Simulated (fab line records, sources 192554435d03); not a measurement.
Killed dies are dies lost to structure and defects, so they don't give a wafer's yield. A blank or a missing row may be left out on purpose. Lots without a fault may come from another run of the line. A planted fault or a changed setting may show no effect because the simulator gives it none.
Split-lot experiment | flow n5_finfet | 4 lots, 21 wafers read, on a route of 1938 steps

THE SPLIT
At N5_BEOL_M2_DESCUM_16 (chemistry O2, time 7 s), the setting time_s was moved away from the recipe's 7 s on 6 of the 21 wafers read, by -22.2% to +6.1%. The other wafers ran this setting at the recipe's value.

The reading is taken at the split's own step.

THE READING
CAR-EUV_of_BEOL_M2_COAT_05.thk_nm (the simulator's own value, which no gauge read), in nm, at N5_BEOL_M2_DESCUM_16 (chemistry O2, time 7 s). The file gives no usual value for it. The 15 wafers here that ran the recipe average 26.1 nm, standard deviation 0.098 nm.

wafer  | tool, chamber at the split | time_s as run, s | against the recipe | CAR-EUV_of_BEOL_M2_COAT_05.thk_nm, nm | against lot-mates on the recipe
L077.1 | rie_diel-06, 3             | 7.425            | +6.1%              | 25.8                                  | -0.2
L077.5 | rie_diel-06, 3             | 7.425            | +6.1%              | 25.8                                  | -0.2
L077.2 | rie_diel-06, 2,0,0         | 7                | recipe             | 26                                    | -
L077.4 | rie_diel-06, 2,0,0         | 7                | recipe             | 26                                    | -
L077.6 | rie_diel-06, 2,0,0         | 7                | recipe             | 26                                    | -
L077.3 | rie_diel-06, 1             | 7.425            | +6.1%              | 26                                    | +0.0
L083.4 | rie_diel-01, 2,2,3         | 7                | recipe             | 26                                    | -
L083.5 | rie_diel-01, 2,2,3         | 7                | recipe             | 26                                    | -
L083.6 | rie_diel-01, 2,2,3         | 7                | recipe             | 26                                    | -
L084.1 | rie_diel-01, 2             | 7                | recipe             | 26                                    | -
L084.2 | rie_diel-01, 0,1           | 7                | recipe             | 26.2                                  | -
L084.4 | rie_diel-01, 0,1           | 7                | recipe             | 26.2                                  | -
L084.3 | rie_diel-01, 3,2           | 5.448            | -22.2%             | 26.8                                  | +0.7
L084.6 | rie_diel-01, 3,2           | 5.448            | -22.2%             | 26.8                                  | +0.7
L084.5 | rie_diel-01, 3             | 5.448            | -22.2%             | 27                                    | +0.9
L089.1 | rie_diel-01, 3,0,1,1       | 7                | recipe             | 26.2                                  | -
L089.2 | rie_diel-01, 3,0,1,1       | 7                | recipe             | 26.2                                  | -
L089.3 | rie_diel-01, 3,0,1,1       | 7                | recipe             | 26.2                                  | -
L089.6 | rie_diel-01, 3,0,1,1       | 7                | recipe             | 26.2                                  | -
L089.4 | rie_diel-01, 0,3           | 7                | recipe             | 26                                    | -
L089.5 | rie_diel-01, 0,3           | 7                | recipe             | 26                                    | -
Where a row lists several chambers, the file gives one row for several wafers and doesn't say which wafer went through which chamber.

THE FIT
A straight line over all 21 wafers: CAR-EUV_of_BEOL_M2_COAT_05.thk_nm changes by -0.0354 nm for each +1% of time_s; r = -0.95; the points scatter about the line by 0.1 nm.
The same after taking each lot's own level away (the mean of its wafers on the recipe; 21 wafers): -0.0319 nm for each +1%; r = -0.96; scatter 0.087 nm.
On that fit, the largest move of time_s shifts the reading by 0.71 nm.
The lots' own levels span 26.00 to 26.13 nm, that is 1.4 times the standard deviation above.
So the lot-to-lot level changes the slope: the two fits differ.
Check: with one of the wafers moved furthest among these (-22.2%) left out of the fit, the line predicts +0.745 nm for it against its lot-mates. It came out at +0.667 nm against them.

OTHER SPLITS ON THESE WAFERS
These wafers also went through other splits before the reading. Each is held against what the fit with the lots' levels taken away leaves over:
other split on the same wafers        | wafers away from the commonest value | r with CAR-EUV_of_BEOL_M2_COAT_05.thk_nm (lot level and that fit taken away)
N5_MOL_CONTACT_COAG_EXPOSE_37 dose_mj | 9                                    | +0.11
N5_BEOL_M0_SAQP_PECVD_96 time_s       | 9                                    | -0.11
N5_BEOL_M0_ETCH_138 source_w          | 6                                    | +0.36
N5_BEOL_M1_COAT_05 spin_rpm           | 6                                    | +0.07
N5_BEOL_M1_ETCH_64 source_w           | 9                                    | +0.07

THE FILE'S OWN FIT
CAR-EUV_of_BEOL_M2_COAT_05.thk_nm changes by -0.0323 nm for each +1% of time_s, r = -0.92.
